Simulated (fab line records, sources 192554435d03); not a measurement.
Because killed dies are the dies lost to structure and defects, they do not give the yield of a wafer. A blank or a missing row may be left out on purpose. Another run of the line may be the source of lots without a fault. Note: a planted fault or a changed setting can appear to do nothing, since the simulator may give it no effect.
One fault through the eyes of 2 desks / flow n5 finfet / only its own numbers are on each desk; what lay behind them is given at the end

## THE DEFECT DESK
What the inspections along the route counted, lot by lot: means of the sampled wafers that have a number. Marked OUT: a lot whose mean sits more than 4 standard deviations from the usual mean, which makes it out of limits; the brackets give that distance.
Columns: A = raw defect count at N5_BEOL_M14_INSPECT_55, usual 73
lot=L805; first seen here=day 12 05:05; A=50
lot=L804; first seen here=day 12 18:22; A=80
lot=L806; first seen here=day 12 19:52; A=48
lot=L808; first seen here=day 13 07:53; A=82
lot=L809; first seen here=day 13 08:14; A=98
lot=L812; first seen here=day 13 16:44; A=74
lot=L813; first seen here=day 14 14:30; A=96
lot=L815; first seen here=day 15 04:34; A=69
lot=L817; first seen here=day 15 14:42; A=94
lot=L820; first seen here=day 16 01:00; A=74
lot=L822; first seen here=day 16 05:09; A=44
lot=L823; first seen here=day 16 06:34; A=82
This desk's verdict: no lot among the 12 shows anything out of limits.

## AT THE TOOL OWNER'S DESK: litho track-04
The tool's own readings at N5_BEOL_M15_COAT_04 (resist thk 800 nm): means of the sampled wafers that have a number, for each lot that ran on this tool. Marked OUT: a lot whose mean sits more than 4 standard deviations from the usual mean, which makes it out of limits; the brackets give that distance.
Columns: A = exhaust pa at N5_BEOL_M15_COAT_04, usual 45.0 Pa; B = spin speed rpm at N5_BEOL_M15_COAT_04, usual 1704.2 rpm
lot=L804; first seen here=day 12 18:41; A=44.4; B=1704.2
lot=L806; first seen here=day 12 20:11; A=45.0; B=1703.8
lot=L808; first seen here=day 13 08:13; A=46.2; B=1704.8
lot=L812; first seen here=day 13 17:04; A=43.9; B=1703.3
lot=L815; first seen here=day 15 04:53; A=45.0; B=1964.4 (+99 or more) OUT
lot=L817; first seen here=day 15 15:01; A=45.0; B=1963.8 (+99 or more) OUT
This desk's finding: out of limits on L815, L817; first on L815, day 15 04:53 (spin speed rpm at N5_BEOL_M15_COAT_04). L804, L806, L808, L812 stayed within limits.

## PUT TOGETHER
The tool owner's desk could have raised an alarm at day 15 04:53, on L815, L817.
The defect desk saw nothing out of limits.
The defect desk has L815, L817 on record, within its limits.
On litho track-04, each named lot ran N5_BEOL_M15_COAT_04.

## WHAT THE SIMULATOR PUT IN
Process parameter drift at N5_BEOL_M15_COAT_04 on litho track-04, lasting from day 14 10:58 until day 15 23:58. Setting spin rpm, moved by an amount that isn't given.
Shown lots that were struck: L815, L817.
Delay in hours, fault start to first out-of-limits reading, by desk: the tool owner's desk at 18.
